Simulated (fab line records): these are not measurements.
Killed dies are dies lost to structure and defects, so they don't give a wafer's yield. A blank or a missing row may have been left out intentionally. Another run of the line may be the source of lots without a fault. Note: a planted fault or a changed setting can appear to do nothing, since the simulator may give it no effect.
One fault through the eyes of 3 desks    flow n5 finfet    each desk holds nothing but its own numbers, with what lay behind them at the end

## DESK OF THE TOOL OWNER: cmp-02
The tool's own readings at N5_BEOL_M6_CMP_52 (polishes, stops on SiCOH lowk, t overpolish 6.9 s, target thk 80 nm): means of the sampled wafers that have a number, for each lot that ran on this tool. A lot is out of limits, marked OUT, if its mean lies more than 4 standard deviations from the usual mean; the brackets give that distance.
Columns: A = barrier field endpoint s at N5_BEOL_M6_CMP_52, usual 28.7 s; B = motor current A at N5_BEOL_M6_CMP_52, usual 6.2 A; C = overpolish run s at N5_BEOL_M6_CMP_52, usual 6.899 s; D = pad life wafers at N5_BEOL_M6_CMP_52, usual 1074; E = slurry filter dp kPa at N5_BEOL_M6_CMP_52, usual 13.49 kPa; F = time to endpoint s at N5_BEOL_M6_CMP_52, usual 61.3 s
lot   first seen here  A                B    C                        D     E      F
L701  day 11 05:19     28.4             6.8  6.896                    1003  13.64  60.1
L705  day 11 21:16     29.1             6.6  6.909                    1130  13.35  63.6
L707  day 12 09:35     34.7 (+9.9) OUT  6.7  4.607 (-99 or more) OUT  1212  13.46  66.4
L708  day 12 13:14     37.8 (+15) OUT   6.2  3.462 (-99 or more) OUT  1250  13.54  72.8 (+5.5) OUT
L712  day 13 20:13     35.0 (+10) OUT   6.6  4.616 (-99 or more) OUT  1488  13.54  68.5
This desk finds L707, L708, L712 out of limits, L707 being first, at day 12 09:35 (barrier field endpoint s at N5_BEOL_M6_CMP_52). In limits: L701, L705.

## THE DEFECT DESK
What the inspections along the route counted, lot by lot: means of the sampled wafers that have a number. A lot is out of limits, marked OUT, if its mean lies more than 4 standard deviations from the usual mean; the brackets give that distance.
Columns: A = raw defect count at N5_BEOL_M6_INSPECT_58, usual 67
lot   first seen here  A
L700  day 10 06:41     76
L701  day 11 05:45     65
L702  day 11 08:18     64
L705  day 11 21:38     74
L707  day 12 10:03     484 (+18) OUT
L706  day 12 10:04     51
L708  day 12 13:37     726 (+29) OUT
L712  day 13 20:43     519 (+20) OUT
L715  day 15 03:20     88
This desk finds L707, L708, L712 out of limits, L707 being first, at day 12 10:03 (raw defect count at N5_BEOL_M6_INSPECT_58). In limits: L700, L701, L702, L705, L706, L715.

## METROLOGY DESK
What the gauges read, lot by lot, whatever tool the lot ran on: means of the sampled wafers that have a number. A lot is out of limits, marked OUT, if its mean lies more than 4 standard deviations from the usual mean; the brackets give that distance. Shown are 7 of the 11 readings it has, namely the first that went out of limits plus those furthest out on some lot.
Columns: A = DIBL_N at N5_BEOL_M4_RC_MEAS_101, usual 36.4 mV/V; B = IOFF_N at N5_BEOL_M4_RC_MEAS_101, usual 0.156 nA/um; C = ION_N at N5_BEOL_M4_RC_MEAS_101, usual 674 uA/um; D = SS_N at N5_BEOL_M4_RC_MEAS_101, usual 71.5 mV/dec; E = VT_N at N5_BEOL_M4_RC_MEAS_101, usual 250.0 mV; F = VT_P at N5_BEOL_M4_RC_MEAS_101, usual -250 mV; G = M6_THK at N5_BEOL_M6_THK_MEAS_53, usual 78.6 nm
lot   first seen here  A     B      C    D     E      F     G
L700  day 9 11:13      37.7  0.173  681  71.8  248.8  -249  77.8
L701  day 10 06:21     38.3  0.195  691  71.8  245.9  -247  77.6
L702  day 10 10:08     36.2  0.157  680  71.3  248.8  -251  79.8
L705  day 11 02:11     37.1  0.145  672  71.8  250.7  -259  80.0
L706  day 11 03:54     35.7  0.144  677  71.6  251.7  -254  78.3
L707  day 11 12:38     36.3  0.147  670  71.2  252.0  -254  112.7 (+24) OUT
L708  day 11 15:52     36.2  0.131  660  71.2  251.8  -252  135.2 (+40) OUT
L712  day 12 20:18     34.3  0.128  666  70.8  251.3  -250  112.1 (+24) OUT
L715  day 14 02:44     35.3  0.146  678  71.6  249.4  -254  80.2
This desk's result: L707, L708, L712 out of limits, first on L707 (M6_THK at N5_BEOL_M6_THK_MEAS_53), day 12 09:53. In limits: L700, L701, L702, L705, L706, L715.

## ALL TOGETHER
At day 12 09:35, on L707, L708, L712, the tool owner's desk was in a position to raise an alarm.
At day 12 09:53 the metrology desk could have sounded an alarm, on L707, L708, L712.
The defect desk could have raised an alarm at day 12 10:03, on L707, L708, L712.
On cmp-02, each named lot ran N5_BEOL_M6_CMP_52.

## WHAT HAD BEEN PUT IN BY THE SIMULATOR
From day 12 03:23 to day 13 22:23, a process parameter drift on cmp-02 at N5_BEOL_M6_CMP_52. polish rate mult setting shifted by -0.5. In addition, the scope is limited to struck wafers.
Lots struck among those shown: L707, L708, L712.
Hours from the fault's start to each desk's first reading out of limits: the tool owner's desk, 6; the metrology desk, 6; the defect desk, 7.
